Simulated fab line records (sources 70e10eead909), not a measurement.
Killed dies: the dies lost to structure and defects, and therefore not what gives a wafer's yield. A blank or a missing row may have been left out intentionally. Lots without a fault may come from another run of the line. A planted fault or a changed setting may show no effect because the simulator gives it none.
Matching of chambers	flow nand_harc	NHARC_A_CHANNEL_HOLE_D2_DESCUM_15 on rie_diel-03 has 4 sister chambers
The step chemistry O2, time 3 s. 8 wafers are shown with their chamber, then 7 later ones without.

WAFERS, EACH WITH ITS CHAMBER
wafer	chamber	drypump_motor_current_A (A)	rf_vpp_V (V)
L082.2	3	6.1	56.6
L082.5	2	5.9	57.4
L084.3	1	6.1	58.3
L085.1	2	6.0	59.0
L085.2	0	5.4	59.6
L085.6	3	6.1	56.4
L088.1	1	6.1	58.8
L088.3	0	5.5	57.5

WAFERS WHOSE CHAMBER IS MISSING
wafer	drypump_motor_current_A (A)	rf_vpp_V (V)
L088.6	5.4	58.4
L092.3	6.1	56.0
L092.4	6.1	57.7
L092.6	6.1	56.4
L094.1	5.5	58.5
L094.3	6.0	57.9
L094.4	6.0	59.1

WHICH CHAMBER EACH WENT THROUGH
wafer	from the rows above	in truth
L088.6	0	0
L092.3	3	3
L092.4	can't be placed: 1 or 3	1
L092.6	3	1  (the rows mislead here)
L094.1	0	0
L094.3	can't be placed: 2 or 1 or 3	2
L094.4	can't be placed: 2 or 1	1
3 of 7 placed correctly. These rows do not allow placing 3 (true chamber among the candidates in 3). 1 placed wrongly.
How it was worked out, from the rows above alone: a wafer's distance from a chamber is the root of the sum, over the readings, of the square of ((its reading less the chamber's mean) divided by the reading's scatter). The wafer belongs to the nearest chamber; if the next one is less than 2 further off, it can't be placed. A chamber's mean is the mean of its shown wafers. The scatter: take each reading less its chamber's mean, square it, sum over the shown wafers, divide by the number of wafers less the number of chambers, and take the root.
